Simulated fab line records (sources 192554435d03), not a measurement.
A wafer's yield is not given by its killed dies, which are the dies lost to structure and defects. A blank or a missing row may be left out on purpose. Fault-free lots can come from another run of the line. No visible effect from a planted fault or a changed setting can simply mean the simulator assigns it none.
Which of the tools did it? || flow n5 finfet || 66 wafers sampled from 22 lots at 1 step of a route of 1938

== WHAT EACH GAUGE READ, for each wafer ==
N5_BEOL_M4_OVL_MEAS_12.
{"lot": "L075", "measured": "day 7 18:49", "on": "overlay-02", "M4_OVL (nm)": "0.7 -0.1 -0.4"}
{"lot": "L077", "measured": "day 7 22:53", "on": "overlay-02", "M4_OVL (nm)": "0.4 0.6 0.4"}
{"lot": "L078", "measured": "day 8 11:38", "on": "overlay-02", "M4_OVL (nm)": "-0.6 -0.3 0.2"}
{"lot": "L079", "measured": "day 8 17:26", "on": "overlay-01", "M4_OVL (nm)": "0.8 0.4 0.0"}
{"lot": "L080", "measured": "day 9 01:27", "on": "overlay-02", "M4_OVL (nm)": "0.2 -1.0 0.0"}
{"lot": "L081", "measured": "day 9 07:26", "on": "overlay-02", "M4_OVL (nm)": "-0.7 0.7 -0.3"}
{"lot": "L082", "measured": "day 10 02:37", "on": "overlay-01", "M4_OVL (nm)": "0.5 2.0 1.6"}
{"lot": "L083", "measured": "day 10 06:44", "on": "overlay-01", "M4_OVL (nm)": "0.6 0.9 0.1"}
{"lot": "L084", "measured": "day 10 07:37", "on": "overlay-02", "M4_OVL (nm)": "0.7 0.3 0.5"}
{"lot": "L085", "measured": "day 10 18:17", "on": "overlay-02", "M4_OVL (nm)": "0.8 0.4 1.0"}
{"lot": "L086", "measured": "day 10 23:14", "on": "overlay-01", "M4_OVL (nm)": "0.3 -0.1 0.1"}
{"lot": "L087", "measured": "day 11 01:55", "on": "overlay-02", "M4_OVL (nm)": "0.7 -0.1 -0.2"}
{"lot": "L088", "measured": "day 11 02:54", "on": "overlay-01", "M4_OVL (nm)": "-0.2 0.6 0.0"}
{"lot": "L089", "measured": "day 11 10:28", "on": "overlay-02", "M4_OVL (nm)": "0.4 0.2 0.4"}
{"lot": "L090", "measured": "day 11 15:05", "on": "overlay-01", "M4_OVL (nm)": "-1.2 0.3 -1.8"}
{"lot": "L092", "measured": "day 12 10:10", "on": "overlay-01", "M4_OVL (nm)": "-0.2 1.0 -0.3"}
{"lot": "L093", "measured": "day 12 11:35", "on": "overlay-02", "M4_OVL (nm)": "1.0 1.4 1.4"}
{"lot": "L094", "measured": "day 12 17:23", "on": "overlay-01", "M4_OVL (nm)": "0.3 1.2 0.8"}
{"lot": "L095", "measured": "day 12 23:28", "on": "overlay-01", "M4_OVL (nm)": "-0.6 0.2 -0.6"}
{"lot": "L096", "measured": "day 13 03:04", "on": "overlay-02", "M4_OVL (nm)": "0.7 0.5 0.6"}
{"lot": "L097", "measured": "day 13 16:05", "on": "overlay-01", "M4_OVL (nm)": "0.5 -0.2 0.5"}
{"lot": "L091", "measured": "day 13 21:32", "on": "overlay-01", "M4_OVL (nm)": "0.2 0.1 0.8"}

== TOOL THAT RAN EACH LOT (tool first, then ch and the chambers of the sampled wafers, then the start) ==
There is no process step in the record ahead of these readings.

== AS READ BY THE TOOLS THEMSELVES (means over the sampled wafers that have a number; for cases with no such wafer, the mark the record gives instead) ==
The record holds no such reading with a usual standard deviation.

== THE ANSWER, worked out from the rows above alone ==
Rule: the usual values come from the lots themselves. Put in order of their means at a reading, lots are off if they are a third of the lots or fewer, leave a main group of 4 or more, and stand apart from it by a gap of 3 or more times the standard deviation of the main group's means; of several such gaps the widest counts. The tables above print the reading to a certain number of digits; a main group whose means all agree to those digits is not used. Also off: a lot with no number at a reading for which 4 or more lots have one. All remaining lots with rows at the step are treated as sound. First the gauges in route order, then the tools' own readings, where a lot's mean is used as printed above. The first step at which some lot is off is used, and at that step the reading that is off furthest; a lot without a number counts as furthest.
None of the lots is off at any reading shown; this tells nothing.

== WHAT THE SIMULATOR HAD INSERTED ==
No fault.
